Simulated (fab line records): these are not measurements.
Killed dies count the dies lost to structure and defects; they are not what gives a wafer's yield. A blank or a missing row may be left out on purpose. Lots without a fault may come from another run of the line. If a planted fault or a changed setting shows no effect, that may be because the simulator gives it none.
Which tool did it? + flow n5 finfet + 11 lots, 33 wafers sampled, at 4 steps of a route of 1938

## WHAT THE GAUGES SHOWED, per wafer
N5_SDB_INSPECT_13: inspects for defects (brightfield).
| lot  | measured    | on                | raw defect count |
|------|-------------|-------------------|------------------|
| L075 | day 4 01:38 | defect inspect-01 | 99 106 185       |
| L077 | day 4 15:16 | defect inspect-01 | 85 68 114        |
| L079 | day 4 23:28 | defect inspect-01 | 71 112 50        |
| L081 | day 5 12:54 | defect inspect-02 | 39 77 29         |
| L084 | day 6 06:22 | defect inspect-02 | 43 78 51         |
| L086 | day 6 16:15 | defect inspect-01 | 104 74 104       |
| L089 | day 7 13:21 | defect inspect-02 | 142 76 132       |
| L091 | day 8 00:18 | defect inspect-01 | 56 69 74         |
| L093 | day 8 12:31 | defect inspect-01 | 38 30 52         |
| L095 | day 9 05:38 | defect inspect-02 | 81 100 38        |
| L096 | day 9 13:17 | defect inspect-01 | 116 86 73        |

## WHICH TOOL RAN EACH LOT (tool, then ch and the chambers of the sampled wafers, then the start)
| lot  | N5_DUMMY_GATE_STRIP_41            | N5_DUMMY_GATE_ETCH_44           | N5_SD_EPI_N_ETCH_35               |
|------|-----------------------------------|---------------------------------|-----------------------------------|
| L075 | rie diel-02 ch 0,3, day 3 07:08   | rie si-03 ch 1,2, day 3 07:25   | rie diel-03 ch 0,1,3, day 3 09:00 |
| L077 | rie diel-06 ch 1,2,3, day 3 18:26 | rie si-03 ch 0,2,3, day 3 18:44 | rie diel-04 ch 0,1, day 3 21:07   |
| L079 | rie diel-02 ch 1,2, day 4 04:34   | rie si-04 ch 1,2,3, day 4 04:51 | rie diel-03 ch 0,3, day 4 06:37   |
| L081 | rie diel-02 ch 1,3, day 4 16:11   | rie si-04 ch 0,1,2, day 4 16:28 | rie diel-05 ch 0,1, day 4 20:20   |
| L084 | rie diel-01 ch 0,1,2, day 5 12:16 | rie si-03 ch 0,2,3, day 5 12:32 | rie diel-03 ch 1,2, day 5 14:19   |
| L086 | rie diel-02 ch 0,1,3, day 5 22:16 | rie si-03 ch 2,3, day 5 22:33   | rie diel-04 ch 0,1,3, day 6 00:08 |
| L089 | rie diel-02 ch 0,3, day 6 17:28   | rie si-03 ch 2,3, day 6 17:51   | rie diel-03 ch 1,2,3, day 6 19:40 |
| L091 | rie diel-06 ch 0,3, day 7 05:08   | rie si-04 ch 0,2,3, day 7 05:26 | rie diel-04 ch 1,2,3, day 7 07:04 |
| L093 | rie diel-06 ch 0,1, day 7 18:08   | rie si-05 ch 0,1,3, day 7 18:25 | rie diel-05 ch 1,2, day 7 20:11   |
| L095 | rie diel-01 ch 0,2,3, day 8 10:14 | rie si-03 ch 1,2, day 8 10:32   | rie diel-05 ch 1,2,3, day 8 12:14 |
| L096 | rie diel-06 ch 0,3, day 8 19:34   | rie si-04 ch 0,3, day 8 19:52   | rie diel-05 ch 1,2,3, day 8 21:27 |
- N5_DUMMY_GATE_STRIP_41: strips in O2.
- N5_DUMMY_GATE_ETCH_44: etches poly-Si in HBr/O2, stops on SiO2, target depth 127.5 nm.
- N5_SD_EPI_N_ETCH_35: etches SOC in N2/H2, overetch 108 nm, time 486 s.

## THE ANSWER, worked out from the rows above alone
Rule: the usual values come from the lots themselves. The widest of any qualifying gaps counts: lots, ordered by their means at a reading, are off when they make up no more than a third of the lots, leave a main group of 4 or more, and stand apart from it by 3 or more times the standard deviation of that group's means. Not used: any main group whose means are identical at the precision the tables above print for the reading. Also off: a lot with no number at a reading for which 4 or more lots have one. Where the step has rows for the other lots, those lots are counted as sound.
Nothing can be told from this: no lot is off at any reading shown.

## WHAT WAS PUT IN BY THE SIMULATOR
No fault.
